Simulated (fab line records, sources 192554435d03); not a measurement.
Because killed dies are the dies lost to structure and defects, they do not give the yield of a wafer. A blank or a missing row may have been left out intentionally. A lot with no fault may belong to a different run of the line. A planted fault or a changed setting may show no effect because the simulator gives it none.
Struck lot and sound lot, side by side ; flow n5-finfet ; 22 steps out of a route of 1938
Sound: the wafers L399.1, L399.4, L399.6. Wafers L397.2, L397.4, L397.5 were the ones struck. The cause is named last.
For every step that has rows: the tool of each side, followed by ch and its chambers, followed by its first start. Under that, the readings that differ: sound wafers ; struck wafers ; difference of the means ; sigmas: that difference in standard deviations of wafers without a fault.
alike: readings with means less than 2 such deviations apart, plus words and numbers identical on both sides. not compared: withheld readings, readings lacking a value on some wafer, bounds such as >300 that could conceal the same value, and numbers that have no deviation in the record and whose values overlap.
The two part at a step that has a row with sigmas, a row that says differs or no value, or rows on one side only. Numbers that don't overlap but have no deviation are shown without sigmas and don't part them. A reading missing from all wafers of one side parts the sides only when that side holds two or more wafers.

first, 11 steps without rows for these wafers: N5_GATE_CUT_ETCH_58 (etches SiNx in CH3F/O2, target depth 17 nm, time 128.6 s); N5_GATE_CUT_STRIP_59 (strips in N2/H2, time 20 s); N5_GATE_CUT_PRECLEAN_31 (cleans in DIW, time 300 s); N5_GATE_CUT_SRD_32 (time 30 s); N5_GATE_CUT_SAC_CAP_01 (material SiNx, target thk 24 nm, pulse time 1 s, ald cycles 480); N5_GATE_CUT_PECVD_57 (deposits SiNx from SiH4/NH3/N2, target thk 21 nm); N5_GATE_CUT_CMP_02 (polishes, stops on SiO2, t overpolish 12.7 s, target thk 0 nm); N5_GATE_CUT_HM_DEP_46 (deposits SiO2 from TEOS/O2, target thk 130 nm, time 26.6 s); N5_GATE_CUT_COAT_34 (time 60 s, resist thk 60 nm); N5_GATE_CUT_COAT_35 (time 60 s, resist thk 10 nm); N5_GATE_CUT_COAT_27 (time 60 s, resist thk 10 nm).
N5_GATE_CUT_COAT_07: resist thk 30 nm.
  sound on litho-track-01 ch 0, day 6 13:24; struck on litho-track-03 ch 0, day 6 04:38
reading;sound;struck;difference;sigmas
spin-speed-rpm (rpm);1498.2 1498.8 1500.1;1738.5 1738.3 1737.7;+239.1;+99 or more
model.CAR-EUV_of_GATE_CUT_COAT_07.thk-nm (nm);30.2 30 30;27.8 27.8 27.8;-2.3;
  alike: resist-line-temp-C
then, 7 steps without rows for these wafers: N5_GATE_CUT_EBR_09; N5_GATE_CUT_SOFTBAKE_08 (time 60 s); N5_GATE_CUT_EXPOSE_10 (exposes mask GATE CUT, target cd 20 nm); N5_GATE_CUT_PEB_11 (peb time 60 s); N5_GATE_CUT_DEVELOP_12 (develop time 30 s); N5_GATE_CUT_DESCUM_18 (chemistry O2, time 7 s); N5_GATE_CUT_ETCH_28 (etches underlayer in N2/H2, target depth 13 nm, time 10.4 s).
N5_GATE_CUT_ETCH_36: etches SiARC in CF4, target depth 13 nm, time 21.7 s.
  sound on rie-diel-03 ch 2,3, day 6 13:50; struck on rie-diel-05 ch 1,2,3, day 6 05:11
reading;sound;struck;difference;sigmas
model.CAR-EUV_of_GATE_CUT_COAT_07.thk-nm (nm);7 7 7;4.8 5 4.8;-2.1;
  alike: drypump-motor-current-A, etch-rf-on-time-s, oes-product-au, rf-vpp-V, showerhead-plenum-p-Torr, throttle-valve-pct
  not compared: rf-hours-counter-h
then, 1 step without rows for these wafers: N5_GATE_CUT_ETCH_37 (etches SOC in N2/H2, target depth 60 nm, overetch 12 nm, time 90 s).
-- here the record skips 5 days between the struck wafers' starts before and after, leaving off in module GATE_CUT and picking up in module BEOL_M4 (first step shown: number 1111 of the route) --
N5_BEOL_M4_RC_MEAS_101:
  sound on prober-02 ch 0, day 10 17:37; struck on prober-01 ch 0, day 10 17:23
  alike: DIBL_N, DIBL_P, IOFF_N, IOFF_P, ION_N, ION_P, SS_N, SS_P, VT_N, VT_P

== WHERE THEY PART ==
At N5_GATE_CUT_COAT_07 and nowhere else, as far as this record goes. Later steps at which nothing parts them and some readings are alike: N5_GATE_CUT_ETCH_36, N5_BEOL_M4_RC_MEAS_101.

WHY: what the simulator had put in
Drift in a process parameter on litho-track-03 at N5_GATE_CUT_COAT_07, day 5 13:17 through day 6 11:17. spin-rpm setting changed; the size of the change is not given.
